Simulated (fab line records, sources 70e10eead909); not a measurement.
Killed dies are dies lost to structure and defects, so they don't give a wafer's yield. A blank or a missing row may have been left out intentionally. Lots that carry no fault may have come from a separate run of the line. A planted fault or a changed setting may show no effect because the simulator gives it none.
fab line records	flow nand-harc
record: lots: 13	wafers: 39	last-day: 34
route steps=1302 shown A_M1@1185 A_BONDPAD@1222 END@1302
lots untouched by any fault: they come from a run of this same line in which no faults occurred
start-h: start of the lot's first displayed wafer, in hours after the record's first day	wait-h: how many hours have passed since the lot's step before this one	" same as the row above	L1.1+2: a single row standing in for several wafers	- no value, or no start was given	* or withheld: withheld	< > ~ a bound
route shown NAME@n: a module of which the file shows steps, and the number in the route of the first	usual: average and standard deviation across the fault-free wafers	same: alike in all rows	chamber/n: place in a boat	sites: readings site by site	_std_site: standard deviation of those values	_edge_site: inner sites' mean taken away from outer sites' mean	radius-mm: for every site, how far away it sits from the centre of the wafer	mask NAME#n: copy n	behind: tool/chamber where the wafer was last shaped	hold: why the lot was held/for how many hours/how that ended	device: which transistor (n, p or np) failed to switch	end of line: the tests these same wafers got at the end of their route	a step given without rows: its recipe and nothing more	killed: dies that structure and defects cost at the first sort, which is not the same as the wafer's yield	map: shows each die of a wafer: x if killed, . if not, _ if none is there
set.NAME: setting as actually run; set.NAME@STEP: the setting as run at that earlier step	model.NAME: the simulator's own value behind a step, which no gauge read
a sample of lots followed through the steps of the route, with each step as a table and each wafer as a row
services: the hour from which a tool's chamber was out of use, counted from the record's first day as start-h (under 0 if before that day), plus the number of hours and why
== steps ==
step: NHARC_A_M1_CD_MEAS_16
usual: cd-nm: 119.9/0.59
lot.wafer	tool	chamber	start-h	wait-h	cd-nm
L652.2	cd-sem-03	-	548.99	-	120.7
L652.3	"	-	"	"	120.2
L652.6	"	-	"	"	120.5
L653.3	cd-sem-02	-	551.06	-	120.1
L653.5	"	-	"	"	120.4
L653.6	"	-	"	"	120.7
L654.2	cd-sem-01	-	555.72	-	119.9
L654.3	"	-	"	"	120.8
L654.4	"	-	"	"	120.6
L656.1	cd-sem-03	-	581.06	-	120.3
L656.2	"	-	"	"	119.9
L656.3	"	-	"	"	120.6
L660.1	cd-sem-03	-	618.54	-	119.7
L660.2	"	-	"	"	119.3
L660.5	"	-	"	"	119.3
L662.2	cd-sem-01	-	639.03	-	120.0
L662.4	"	-	"	"	119.9
L662.6	"	-	"	"	119.9
L664.3	cd-sem-03	-	645.33	-	119.4
L664.4	"	-	"	"	120.2
L664.6	"	-	"	"	119.1
L663.2	cd-sem-02	-	646.95	-	119.6
L663.3	"	-	"	"	120.3
L663.4	"	-	"	"	120.2
L667.1	cd-sem-03	-	686.78	-	120.1
L667.2	"	-	"	"	119.1
L667.6	"	-	"	"	120.7
L668.2	cd-sem-02	-	692.66	-	119.7
L668.3	"	-	"	"	120.8
L668.5	"	-	"	"	121.2
L669.3	cd-sem-01	-	693.03	-	118.5
L669.4	"	-	"	"	119.7
L669.6	"	-	"	"	119.9
L666.3	cd-sem-03	-	694.04	-	120.2
L666.4	"	-	"	"	120.0
L666.6	"	-	"	"	120.3
L672.1	cd-sem-01	-	766.68	-	119.8
L672.2	"	-	"	"	120.1
L672.4	"	-	"	"	118.9
step: NHARC_A_M1_PVD_20
recipe: target-thk-a: 50	bias-v: 168.6	power-w: 15000	chamber-pressure-pa: 0.12	time-s: 8.06	substrate-temp-c: 50	material: TaN
usual: throttle-valve-pct: 29.8/0.99
lot.wafer	tool	chamber	start-h	wait-h	throttle-valve-pct
L652.3	pvd-sputter-02	-	-	-	29.4
L652.2	"	-	"	"	31.3
L652.6	"	-	"	"	29.8
L653.3	pvd-sputter-02	-	-	-	31.4
L653.6	"	-	"	"	29.6
L653.5	"	-	"	"	29.9
L654.3	pvd-sputter-01	-	-	-	28.3
L654.2	"	-	"	"	28.9
L654.4	"	-	"	"	30.5
L656.3	pvd-sputter-01	-	-	-	29.1
L656.2	"	-	"	"	30.2
L656.1	"	-	"	"	28.3
L660.2	pvd-sputter-01	-	-	-	28.7
L660.1	"	-	"	"	31.7
L660.5	"	-	"	"	29.5
L662.2	pvd-sputter-01	-	-	-	31.2
L662.4	"	-	"	"	28.1
L662.6	"	-	"	"	28.0
L664.4	pvd-sputter-01	-	-	-	28.5
L664.3	"	-	"	"	31.8
L664.6	"	-	"	"	29.9
L663.4	pvd-sputter-03	-	-	-	29.2
L663.2	"	-	"	"	31.6
L663.3	"	-	"	"	29.4
L667.1	pvd-sputter-02	-	-	-	30.4
L667.2	"	-	"	"	30.9
L667.6	"	-	"	"	30.2
L668.2	pvd-sputter-02	-	-	-	30.2
L668.3	"	-	"	"	30.1
L668.5	"	-	"	"	30.3
L669.4	pvd-sputter-01	-	-	-	28.1
L669.3	"	-	"	"	29.8
L669.6	"	-	"	"	28.3
L666.3	pvd-sputter-03	-	-	-	29.7
L666.4	"	-	"	"	29.4
L666.6	"	-	"	"	28.9
L672.2	pvd-sputter-02	-	-	-	30.5
L672.4	"	-	"	"	30.7
L672.1	"	-	"	"	30.2
step: NHARC_A_BONDPAD_STRIP_15
recipe: o2-flow-sccm: 500	ar-flow-sccm: 0	bias-w: 0	chemistry: O2
usual: chamber-pressure-mTorr: 60.00/0.054	drypump-motor-current-A: 5.73/0.28	oes-product-au: 1.000/0.007	rf-vpp-V: 57.6/0.91	showerhead-plenum-p-Torr: 3.46/0.11	throttle-valve-pct: 17.038/0.0095
lot.wafer	tool	chamber	start-h	wait-h	chamber-pressure-mTorr	drypump-motor-current-A	oes-product-au	rf-hours-counter-h	rf-vpp-V	showerhead-plenum-p-Torr	throttle-valve-pct
L652.2	rie-diel-04	1	553.81	0.1	60.08	5.69	0.993	2	57.9	3.57	17.036
L652.3	"	2	"	"	60.06	6.24	0.996	2	55.9	3.33	17.040
L652.6	"	0	"	"	60.06	5.84	1.000	-	58.5	3.41	17.027
L653.3	rie-diel-08	1	555.97	0.1	60.05	5.61	1.005	0	57.5	3.31	17.037
L653.5	"	2	"	"	60.04	5.71	1.000	-	58.0	3.50	17.045
L653.6	"	3	"	"	59.99	5.36	0.998	-	58.6	3.44	17.028
L654.3	rie-diel-04	2	560.93	0.1	59.98	6.24	1.004	2	57.6	3.33	17.027
L654.2	"	3	"	"	59.96	5.82	1.005	3	59.0	3.62	17.028
L654.4	"	0	"	"	59.97	5.83	1.001	3	56.8	3.41	17.047
L656.2	rie-diel-08	3	585.96	0.1	60.03	5.36	1.002	1	58.2	3.44	17.031
L656.3	"	0	"	"	60.00	5.28	1.006	1	57.4	3.45	17.049
L656.1	"	1	"	"	60.07	5.64	1.001	0	58.0	3.31	17.036
L660.2	rie-diel-13	2	623.30	0.1	59.98	6.24	0.993	29	56.9	3.58	17.026
L660.1	"	3	"	"	60.06	6.27	1.000	22	58.3	3.61	17.051
L660.5	"	2	"	"	60.09	6.25	0.995	-	59.3	3.59	17.038
L662.2	rie-diel-08	1	643.84	0.1	60.07	5.63	1.001	2	57.3	3.31	17.055
L662.4	"	2	"	"	59.96	5.72	0.996	1	57.7	3.50	17.054
L662.6	"	0	"	"	59.93	5.30	1.009	-	56.3	3.45	17.043
L664.3	rie-diel-04	3	650.19	0.1	60.02	5.79	0.997	13	58.1	3.61	17.035
L664.6	"	3	"	"	60.05	5.79	0.993	-	58.2	3.61	17.038
L664.4	"	0	"	"	60.01	5.87	0.996	-	58.4	3.40	17.037
L663.4	rie-diel-08	0	651.81	0.1	60.07	5.27	1.001	3	58.7	3.45	17.026
L663.3	"	2	"	"	60.07	5.73	1.013	2	56.2	3.50	17.035
L663.2	"	3	"	"	60.05	5.36	0.986	3	58.1	3.44	17.053
L667.1	rie-diel-04	0	691.60	0.1	59.99	5.81	1.002	23	57.4	3.40	17.036
L667.2	"	3	"	"	60.00	5.78	1.004	22	58.5	3.60	17.036
L667.6	"	1	"	"	60.01	5.69	1.009	-	58.2	3.56	17.048
L668.3	rie-diel-04	1	697.34	0.1	49.23	5.70	0.992	25	58.7	3.56	17.045
L668.2	"	3	"	"	49.21	5.80	0.993	23	57.9	3.60	17.036
L668.5	"	1	"	"	49.19	5.69	0.994	-	55.0	3.56	17.026
L669.4	rie-diel-04	3	698.16	0.1	49.23	5.76	0.992	23	58.7	3.60	17.026
L669.3	"	1	"	"	49.21	5.69	0.997	26	58.1	3.56	17.053
L669.6	"	3	"	"	49.30	5.76	1.004	-	56.9	3.60	17.044
L666.4	rie-diel-04	0	699.16	0.1	49.31	5.86	0.985	25	57.3	3.40	17.042
L666.3	"	1	"	"	49.23	5.71	1.002	26	57.9	3.56	17.029
L666.6	"	3	"	"	49.24	5.80	1.003	-	57.2	3.60	17.046
L672.1	rie-diel-04	2	771.49	0.1	60.08	6.25	0.997	7	58.3	3.32	17.049
L672.2	"	3	"	"	60.04	5.77	1.004	8	57.8	3.60	17.029
L672.4	"	0	"	"	59.98	5.83	0.997	7	57.8	3.39	17.044
step: NHARC_A_BONDPAD_DEGAS_25
recipe: temp-c: 300	time-s: 60
usual: heater-power-w: 447/28
lot.wafer	tool	chamber	start-h	wait-h	heater-power-w
L652.2	pvd-sputter-02	-	554.36	-	473
L652.3	"	-	"	"	452
L652.6	"	-	"	"	485
L653.3	pvd-sputter-01	-	556.51	-	427
L653.6	"	-	"	"	429
L653.5	"	-	"	"	461
L654.2	pvd-sputter-01	-	561.47	-	451
L654.4	"	-	"	"	438
L654.3	"	-	"	"	417
L656.3	pvd-sputter-02	-	586.50	-	471
L656.1	"	-	"	"	452
L656.2	"	-	"	"	438
L660.1	pvd-sputter-03	-	623.84	-	461
L660.2	"	-	"	"	487
L660.5	"	-	"	"	457
L662.4	pvd-sputter-03	-	644.38	-	454
L662.2	"	-	"	"	483
L662.6	"	-	"	"	437
L664.4	pvd-sputter-03	-	650.80	-	416
L664.3	"	-	"	"	466
L664.6	"	-	"	"	396
L663.2	pvd-sputter-02	-	652.36	-	486
L663.4	"	-	"	"	457
L663.3	"	-	"	"	456
L667.2	pvd-sputter-03	-	692.17	-	463
L667.1	"	-	"	"	491
L667.6	"	-	"	"	406
L668.2	pvd-sputter-03	-	697.89	-	480
L668.3	"	-	"	"	424
L668.5	"	-	"	"	492
L669.4	pvd-sputter-02	-	698.71	-	477
L669.3	"	-	"	"	458
L669.6	"	-	"	"	462
L666.3	pvd-sputter-03	-	699.70	-	393
L666.4	"	-	"	"	434
L666.6	"	-	"	"	506
L672.1	pvd-sputter-01	-	772.04	-	443
L672.2	"	-	"	"	450
L672.4	"	-	"	"	426
step: NHARC_END_SORT_01
recipe: temp-c: 25
usual: defect-limited-yield: 90.7/3	killed-at-array: 58/20	killed-at-other: 0.9/1.4	killed-at-periphery: 4/3.1	killed-dies: 63/20	killed-open: 3.3/1.8	killed-short: 2.4/1.5
same: gross-dies: 677
lot.wafer	tool	chamber	start-h	wait-h	defect-limited-yield[%]	killed-at-array	killed-at-other	killed-at-periphery	killed-dies	killed-open	killed-short
L652.2	prober-02	0	594.07	2.8	90.0	48	7	13	68	5	1
L652.3	prober-02	0	594.88	3.1	90.3	57	2	7	66	4	2
L652.6	prober-02	0	597.29	4.0	92.5	43	3	5	51	1	1
L653.3	prober-01	0	594.89	3.1	93.2	41	0	5	46	5	3
L653.5	prober-01	0	596.48	3.7	93.1	40	0	7	47	6	2
L653.6	prober-01	0	597.28	4.0	91.9	48	1	6	55	2	3
L654.2	prober-02	0	604.26	2.8	90.8	59	0	3	62	3	1
L654.3	prober-02	0	605.06	3.1	90.0	66	0	2	68	3	6
L654.4	prober-02	0	605.86	3.4	91.0	59	1	1	61	4	3
L656.1	prober-01	0	613.92	2.5	90.1	60	1	6	67	3	0
L656.2	prober-01	0	614.72	2.8	86.6	88	1	2	91	4	2
L656.3	prober-01	0	615.52	3.1	90.5	59	2	3	64	1	1
L660.1	prober-02	0	657.02	2.5	94.7	33	3	0	36	2	4
L660.2	prober-02	0	657.82	2.8	95.3	28	3	1	32	4	2
L660.5	prober-02	0	660.21	3.7	94.8	32	1	2	35	3	3
L662.2	prober-01	0	674.50	2.8	88.5	76	0	2	78	5	5
L662.4	prober-01	0	676.08	3.4	87.6	79	1	4	84	2	0
L662.6	prober-01	0	677.66	3.9	88.2	73	3	4	80	4	1
L663.2	prober-01	0	688.57	2.8	89.8	65	0	4	69	7	3
L663.3	prober-01	0	689.36	3.1	90.7	59	0	4	63	1	2
L663.4	prober-01	0	690.15	3.4	86.7	78	1	11	90	2	4
L664.3	prober-02	0	689.32	3.1	91.7	51	1	4	56	5	3
L664.4	prober-02	0	690.11	3.4	89.2	69	1	3	73	4	4
L664.6	prober-02	0	691.71	4.0	88.2	72	1	7	80	6	4
L667.1	prober-02	0	722.66	2.5	91.7	52	0	4	56	4	2
L667.2	prober-02	0	723.47	2.8	87.7	80	0	3	83	6	5
L667.6	prober-02	0	726.69	4.0	88.3	77	2	0	79	5	2
L666.3	prober-01	0	732.00	3.2	91.4	54	0	4	58	2	1
L666.4	prober-01	0	732.81	3.5	94.1	37	1	2	40	0	1
L666.6	prober-01	0	734.43	4.1	93.5	42	0	2	44	4	3
L669.3	prober-02	0	732.15	3.1	88.9	67	1	7	75	4	4
L669.4	prober-02	0	732.97	3.5	89.5	67	1	3	71	1	2
L669.6	prober-02	0	734.60	4.1	92.2	47	0	6	53	4	3
L668.2	prober-01	0	739.08	2.8	93.9	39	0	2	41	3	2
L668.3	prober-01	0	739.86	3.1	93.1	42	0	5	47	5	0
L668.5	prober-01	0	741.43	3.6	90.7	58	0	5	63	3	1
L672.1	prober-01	0	804.62	2.5	92.6	45	0	5	50	4	2
L672.2	prober-01	0	805.42	2.8	95.1	31	0	2	33	3	1
L672.4	prober-01	0	807.01	3.4	92.8	40	0	9	49	7	2
killed by level:class
L652.2 A_CHANNEL_HOLE_D1:chamber-film-flake=29 P_GATE:chamber-film-flake=8 THIN_TSV:chamber-film-flake=7 A_CHANNEL_HOLE_D2:chamber-film-flake=6 A_STAIRCASE:chamber-film-flake=4 A_WL_FILL:chamber-film-flake=3 P_ZERO_WELL:chamber-film-flake=2 A_DECK1_JOINT:chamber-film-flake=2
L652.3 A_CHANNEL_HOLE_D1:chamber-film-flake=37 A_CHANNEL_HOLE_D2:chamber-film-flake=7 P_GATE:chamber-film-flake=4 P_M1:chamber-film-flake=3 A_STAIRCASE:chamber-film-flake=3 A_CHANNEL_FILL_D1:geometric-particle:open=2 A_WL_FILL:chamber-film-flake=2 THIN_TSV:chamber-film-flake=2
L653.3 A_SLIT:chamber-film-flake=17 A_CHANNEL_HOLE_D2:chamber-film-flake=6 A_BONDPAD:chamber-film-flake=5 P_GATE:chamber-film-flake=4 A_CONTACT:chamber-film-flake=3 A_SOURCE_PLATE:geometric-particle:short=1 A_CHANNEL_HOLE_D1:geometric-particle:open=1 A_CHANNEL_HOLE_D2:geometric-particle:open=1
L653.5 A_SLIT:chamber-film-flake=14 A_CHANNEL_HOLE_D2:chamber-film-flake=7 P_GATE:chamber-film-flake=4 A_BONDPAD:chamber-film-flake=4 A_DECK1_JOINT:chamber-film-flake=2 A_STAIRCASE:chamber-film-flake=2 A_CONTACT:chamber-film-flake=2 P_GATE:geometric-particle:short=1
L653.6 A_SLIT:chamber-film-flake=28 A_CHANNEL_HOLE_D2:chamber-film-flake=8 A_STAIRCASE:chamber-film-flake=3 A_BONDPAD:chamber-film-flake=3 P_M0:geometric-particle:open=2 P_GATE:chamber-film-flake=2 A_CONTACT:chamber-film-flake=2 P_GATE:geometric-particle:short=1
L652.6 A_CHANNEL_HOLE_D1:chamber-film-flake=24 A_STAIRCASE:chamber-film-flake=5 A_CHANNEL_HOLE_D2:chamber-film-flake=5 THIN_TSV:chamber-film-flake=3 P_GATE:chamber-film-flake=2 A_WL_FILL:chamber-film-flake=2 A_CONTACT:chamber-film-flake=2 P_STI:geometric-particle:short=1
L654.2 A_CHANNEL_HOLE_D1:chamber-film-flake=36 A_SLIT:chamber-film-flake=5 A_CHANNEL_HOLE_D2:chamber-film-flake=4 A_CONTACT:chamber-film-flake=4 A_STAIRCASE:chamber-film-flake=3 A_CHANNEL_FILL_D2:chamber-film-flake=2 P_GATE:chamber-film-flake=2 P_GATE:geometric-particle:open=1
L654.3 A_CHANNEL_HOLE_D1:chamber-film-flake=38 A_CHANNEL_HOLE_D2:chamber-film-flake=7 A_CHANNEL_FILL_D2:chamber-film-flake=3 A_STAIRCASE:chamber-film-flake=3 A_CONTACT:chamber-film-flake=3 A_CHANNEL_HOLE_D1:geometric-particle:short=2 A_CHANNEL_FILL_D2:geometric-particle:short=2 A_SLIT:chamber-film-flake=2
L654.4 A_CHANNEL_HOLE_D1:chamber-film-flake=39 A_CHANNEL_HOLE_D2:chamber-film-flake=6 A_CONTACT:chamber-film-flake=3 A_CHANNEL_FILL_D1:chamber-film-flake=2 A_CHANNEL_FILL_D1:geometric-particle:open=1 A_DECK1_JOINT:geometric-particle:open=1 A_ONON_D2:geometric-particle:short=1 A_ONON_D2:geometric-particle:open=1
L656.1 A_CHANNEL_HOLE_D2:chamber-film-flake=28 A_CHANNEL_HOLE_D1:chamber-film-flake=22 A_CONTACT:chamber-film-flake=5 P_CONTACT:geometric-particle:open=2 P_ZERO_WELL:chamber-film-flake=2 P_GATE:chamber-film-flake=2 A_CHANNEL_FILL_D1:chamber-film-flake=2 A_STAIRCASE:chamber-film-flake=2
L656.2 A_CHANNEL_HOLE_D1:chamber-film-flake=39 A_CHANNEL_HOLE_D2:chamber-film-flake=38 A_CHANNEL_FILL_D2:chamber-film-flake=3 A_SLIT:chamber-film-flake=2 P_CONTACT:geometric-particle:open=1 A_ONON_D1:geometric-particle:open=1 A_CHANNEL_FILL_D1:geometric-particle:short=1 A_SGD_CUT:geometric-particle:short=1
L656.3 A_CHANNEL_HOLE_D1:chamber-film-flake=32 A_CHANNEL_HOLE_D2:chamber-film-flake=14 A_CONTACT:chamber-film-flake=4 A_CHANNEL_FILL_D1:chamber-film-flake=2 A_DECK1_JOINT:chamber-film-flake=2 A_CHANNEL_FILL_D2:chamber-film-flake=2 THIN_TSV:chamber-film-flake=2 A_CHANNEL_FILL_D1:geometric-particle:open=1
L660.1 A_CHANNEL_HOLE_D2:chamber-film-flake=9 A_CHANNEL_HOLE_D1:chamber-film-flake=4 A_CONTACT:chamber-film-flake=4 THIN_TSV:chamber-film-flake=3 A_CHANNEL_FILL_D1:chamber-film-flake=2 A_STAIRCASE:chamber-film-flake=2 A_WL_FILL:chamber-film-flake=2 A_M1:chamber-film-flake=2
L660.2 A_CHANNEL_HOLE_D2:chamber-film-flake=12 A_CHANNEL_HOLE_D1:chamber-film-flake=4 A_CHANNEL_FILL_D1:chamber-film-flake=3 THIN_TSV:chamber-film-flake=2 A_CHANNEL_HOLE_D1:geometric-particle:short=1 A_CHANNEL_FILL_D1:geometric-particle:open=1 A_ONON_D2:geometric-particle:open=1 A_ONON_D2:geometric-particle:short=1
L660.5 A_CHANNEL_HOLE_D2:chamber-film-flake=10 A_CHANNEL_HOLE_D1:chamber-film-flake=6 A_CHANNEL_FILL_D2:chamber-film-flake=4 A_WL_FILL:chamber-film-flake=3 A_DECK1_JOINT:geometric-particle:short=2 A_STAIRCASE:chamber-film-flake=2 P_CONTACT:geometric-particle:short=1 A_CHANNEL_FILL_D1:geometric-particle:open=1
L662.2 A_CHANNEL_HOLE_D1:chamber-film-flake=35 A_SLIT:chamber-film-flake=18 A_CONTACT:chamber-film-flake=8 A_STAIRCASE:chamber-film-flake=3 A_CHANNEL_FILL_D1:geometric-particle:open=2 A_SOURCE_PLATE:geometric-particle:open=1 A_SOURCE_PLATE:geometric-particle:short=1 A_CHANNEL_HOLE_D1:geometric-particle:short=1
L662.4 A_CHANNEL_HOLE_D1:chamber-film-flake=34 A_SLIT:chamber-film-flake=34 A_CONTACT:chamber-film-flake=4 P_BONDPAD:chamber-film-flake=3 A_STAIRCASE:chamber-film-flake=3 A_ONON_D1:geometric-particle:open=1 A_CONTACT:geometric-particle:open=1 P_GATE:chamber-film-flake=1
L662.6 A_CHANNEL_HOLE_D1:chamber-film-flake=34 A_SLIT:chamber-film-flake=23 A_CONTACT:chamber-film-flake=8 P_BONDPAD:chamber-film-flake=2 THIN_TSV:chamber-film-flake=2 A_STAIRCASE:chamber-film-flake=2 A_WL_FILL:chamber-film-flake=2 P_M0:geometric-particle:open=1
L663.2 A_CHANNEL_HOLE_D1:chamber-film-flake=30 A_SLIT:chamber-film-flake=14 A_CHANNEL_HOLE_D2:chamber-film-flake=5 A_CONTACT:chamber-film-flake=5 A_STAIRCASE:chamber-film-flake=3 A_WL_FILL:geometric-particle:short=2 A_M0:geometric-particle:open=2 P_CONTACT:geometric-particle:open=1
L664.3 A_CHANNEL_HOLE_D1:chamber-film-flake=25 A_CHANNEL_HOLE_D2:chamber-film-flake=10 A_SLIT:chamber-film-flake=3 A_CHANNEL_FILL_D2:geometric-particle:open=2 P_BONDPAD:chamber-film-flake=2 A_STAIRCASE:chamber-film-flake=2 A_WL_FILL:chamber-film-flake=2 P_GATE:geometric-particle:short=1
L663.3 A_CHANNEL_HOLE_D1:chamber-film-flake=28 A_SLIT:chamber-film-flake=14 A_STAIRCASE:chamber-film-flake=7 A_CHANNEL_HOLE_D2:chamber-film-flake=5 P_BONDPAD:chamber-film-flake=2 A_CONTACT:chamber-film-flake=2 P_M1:geometric-particle:short=1 A_ONON_D1:geometric-particle:short=1
L664.4 A_CHANNEL_HOLE_D1:chamber-film-flake=32 A_CHANNEL_HOLE_D2:chamber-film-flake=19 P_BONDPAD:chamber-film-flake=3 A_STAIRCASE:chamber-film-flake=3 A_SLIT:chamber-film-flake=3 A_ZERO_WELL:chamber-film-flake=2 A_CHANNEL_FILL_D1:geometric-particle:short=1 A_DECK1_JOINT:geometric-particle:short=1
L663.4 A_CHANNEL_HOLE_D1:chamber-film-flake=34 A_SLIT:chamber-film-flake=20 A_CHANNEL_HOLE_D2:chamber-film-flake=11 P_BONDPAD:chamber-film-flake=4 A_CONTACT:chamber-film-flake=4 A_STAIRCASE:chamber-film-flake=3 P_ZERO_WELL:chamber-film-flake=2 P_GATE:chamber-film-flake=2
L664.6 A_CHANNEL_HOLE_D1:chamber-film-flake=36 A_CHANNEL_HOLE_D2:chamber-film-flake=23 P_BONDPAD:chamber-film-flake=4 A_CHANNEL_FILL_D1:geometric-particle:open=2 P_CONTACT:geometric-particle:open=1 A_ONON_D1:geometric-particle:short=1 A_CHANNEL_HOLE_D1:geometric-particle:short=1 A_DECK1_JOINT:geometric-particle:open=1
L667.1 A_CHANNEL_HOLE_D1:chamber-film-flake=28 A_CHANNEL_HOLE_D2:chamber-film-flake=10 A_SLIT:chamber-film-flake=3 A_DECK1_JOINT:chamber-film-flake=3 P_CONTACT:geometric-particle:open=2 A_ONON_D1:geometric-particle:open=2 P_ZERO_WELL:chamber-film-flake=2 A_CONTACT:chamber-film-flake=2
L667.2 A_CHANNEL_HOLE_D1:chamber-film-flake=36 A_CHANNEL_HOLE_D2:chamber-film-flake=19 A_CONTACT:chamber-film-flake=4 P_ZERO_WELL:chamber-film-flake=3 A_DECK1_JOINT:chamber-film-flake=3 A_STAIRCASE:chamber-film-flake=3 A_CHANNEL_FILL_D2:geometric-particle:open=2 A_SLIT:chamber-film-flake=2
L667.6 A_CHANNEL_HOLE_D1:chamber-film-flake=37 A_CHANNEL_HOLE_D2:chamber-film-flake=23 A_SLIT:chamber-film-flake=4 A_CONTACT:chamber-film-flake=3 A_M1:geometric-particle:open=2 A_SOURCE_PLATE:geometric-particle:short=1 A_ONON_D2:geometric-particle:short=1 A_SGD_CUT:geometric-particle:open=1
L666.3 A_SLIT:chamber-film-flake=28 A_CONTACT:chamber-film-flake=13 A_CHANNEL_HOLE_D1:chamber-film-flake=10 A_STAIRCASE:chamber-film-flake=2 P_GATE:geometric-particle:open=1 P_M1:geometric-particle:short=1 A_CHANNEL_FILL_D2:geometric-particle:open=1 P_M2:chamber-film-flake=1
L669.3 A_SLIT:chamber-film-flake=22 A_CHANNEL_HOLE_D2:chamber-film-flake=18 A_CHANNEL_HOLE_D1:chamber-film-flake=7 P_GATE:chamber-film-flake=4 A_CONTACT:chamber-film-flake=4 A_BLC:chamber-film-flake=3 A_CHANNEL_FILL_D2:geometric-particle:open=2 A_M1:geometric-particle:short=2
L666.4 A_SLIT:chamber-film-flake=13 A_CHANNEL_HOLE_D1:chamber-film-flake=7 A_STAIRCASE:chamber-film-flake=7 A_CONTACT:chamber-film-flake=5 A_CHANNEL_HOLE_D2:chamber-film-flake=3 P_CONTACT:geometric-particle:short=1 P_M2:chamber-film-flake=1 A_DECK1_JOINT:chamber-film-flake=1
L669.4 A_SLIT:chamber-film-flake=31 A_CHANNEL_HOLE_D2:chamber-film-flake=16 A_CONTACT:chamber-film-flake=5 A_CHANNEL_HOLE_D1:chamber-film-flake=4 A_BLC:chamber-film-flake=3 P_GATE:chamber-film-flake=2 A_STAIRCASE:chamber-film-flake=2 P_M0:geometric-particle:open=1
L666.6 A_CHANNEL_HOLE_D1:chamber-film-flake=15 A_SLIT:chamber-film-flake=13 A_STAIRCASE:chamber-film-flake=6 A_WL_FILL:geometric-particle:open=2 P_GATE:geometric-particle:open=1 P_CONTACT:geometric-particle:open=1 A_DECK1_JOINT:geometric-particle:short=1 A_CHANNEL_FILL_D2:geometric-particle:short=1
L669.6 A_SLIT:chamber-film-flake=16 A_CHANNEL_HOLE_D2:chamber-film-flake=6 A_CHANNEL_HOLE_D1:chamber-film-flake=5 A_CONTACT:chamber-film-flake=5 A_STAIRCASE:chamber-film-flake=3 A_ONON_D1:geometric-particle:open=2 A_CHANNEL_FILL_D2:chamber-film-flake=2 P_GATE:chamber-film-flake=2
L668.2 A_CHANNEL_HOLE_D1:chamber-film-flake=27 A_STAIRCASE:chamber-film-flake=3 A_WL_FILL:chamber-film-flake=2 A_SLIT:chamber-film-flake=2 P_CONTACT:geometric-particle:open=1 A_DECK1_JOINT:geometric-particle:short=1 A_ONON_D2:geometric-particle:short=1 A_CHANNEL_FILL_D2:geometric-particle:open=1
L668.3 A_CHANNEL_HOLE_D1:chamber-film-flake=33 A_SLIT:chamber-film-flake=3 P_M2:chamber-film-flake=2 A_STAIRCASE:chamber-film-flake=2 P_CONTACT:geometric-particle:open=1 P_M1:geometric-particle:open=1 P_M2:geometric-particle:open=1 A_CHANNEL_FILL_D1:geometric-particle:open=1
L668.5 A_CHANNEL_HOLE_D1:chamber-film-flake=40 A_SLIT:chamber-film-flake=5 A_CONTACT:chamber-film-flake=5 A_CONTACT:geometric-particle:open=2 P_M2:chamber-film-flake=2 A_STAIRCASE:chamber-film-flake=2 P_M0:geometric-particle:open=1 A_DECK1_JOINT:geometric-particle:short=1
L672.1 A_CHANNEL_HOLE_D1:chamber-film-flake=17 A_SLIT:chamber-film-flake=9 A_CONTACT:chamber-film-flake=5 A_STAIRCASE:chamber-film-flake=4 P_GATE:chamber-film-flake=3 A_M0:geometric-particle:open=2 A_CHANNEL_FILL_D1:chamber-film-flake=2 A_DECK1_JOINT:chamber-film-flake=2
L672.2 A_CHANNEL_HOLE_D1:chamber-film-flake=9 A_SLIT:chamber-film-flake=9 A_STAIRCASE:chamber-film-flake=6 A_CONTACT:chamber-film-flake=2 P_CONTACT:geometric-particle:short=1 P_M1:geometric-particle:open=1 A_CHANNEL_FILL_D2:geometric-particle:open=1 A_BLC:geometric-particle:open=1
L672.4 A_CHANNEL_HOLE_D1:chamber-film-flake=10 A_CONTACT:chamber-film-flake=8 A_STAIRCASE:chamber-film-flake=6 A_SLIT:chamber-film-flake=6 P_GATE:chamber-film-flake=4 P_CONTACT:geometric-particle:open=2 A_CHANNEL_FILL_D1:geometric-particle:open=2 P_ZERO_WELL:chamber-film-flake=2
== services ==
tool	chamber	start-h	hours	kind
rie-diel-08	1	531.43	16.2	repair
rie-diel-04	-	532.65	9.0	pm
rie-diel-08	-	544.80	9.0	pm
pvd-sputter-03	-	552.72	10.0	pm
pvd-sputter-02	-	555.69	6.9	repair
pvd-sputter-03	-	579.53	1.3	repair
pvd-sputter-01	-	583.37	10.0	pm
rie-diel-08	-	592.77	2.5	repair
rie-diel-08	2	596.07	8.9	repair
pvd-sputter-02	-	597.37	1.4	repair
pvd-sputter-03	-	617.95	0.5	repair
rie-diel-08	2	621.34	4.0	repair
rie-diel-04	2	628.00	28.6	repair
pvd-sputter-02	-	638.00	10.0	pm
rie-diel-04	3	639.10	1.6	repair
pvd-sputter-02	-	658.37	5.7	repair
rie-diel-08	1	681.08	14.5	repair
rie-diel-04	-	709.65	9.0	pm
rie-diel-08	-	721.80	9.0	pm
pvd-sputter-02	-	724.06	2.2	repair
pvd-sputter-03	-	730.72	10.0	pm
pvd-sputter-03	-	742.65	1.7	repair
pvd-sputter-01	-	761.37	10.0	pm
pvd-sputter-02	-	768.20	2.4	repair
== key ==
first-sign: step: NHARC_A_BONDPAD_STRIP_15	reading: chamber-pressure-mTorr	direction: down	sigmas: 99+	usual: 60.00	struck: 49.24
effect none on later readings
met-at NHARC_A_BONDPAD_STRIP_15
struck-lots L666,L668,L669
not-acting-at NHARC_A_M1_CD_MEAS_16,NHARC_A_M1_PVD_20,NHARC_A_BONDPAD_DEGAS_25
onset-between 691.60 697.34
fault: kind: process-parameter-drift	tool: rie-diel-04	chamber: -	onset-h: 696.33	steps: NHARC_A_BONDPAD_STRIP_15	channel: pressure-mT	offset: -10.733	shape: step	end-h: 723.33	acts-in: these-recipes-only	stated: 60
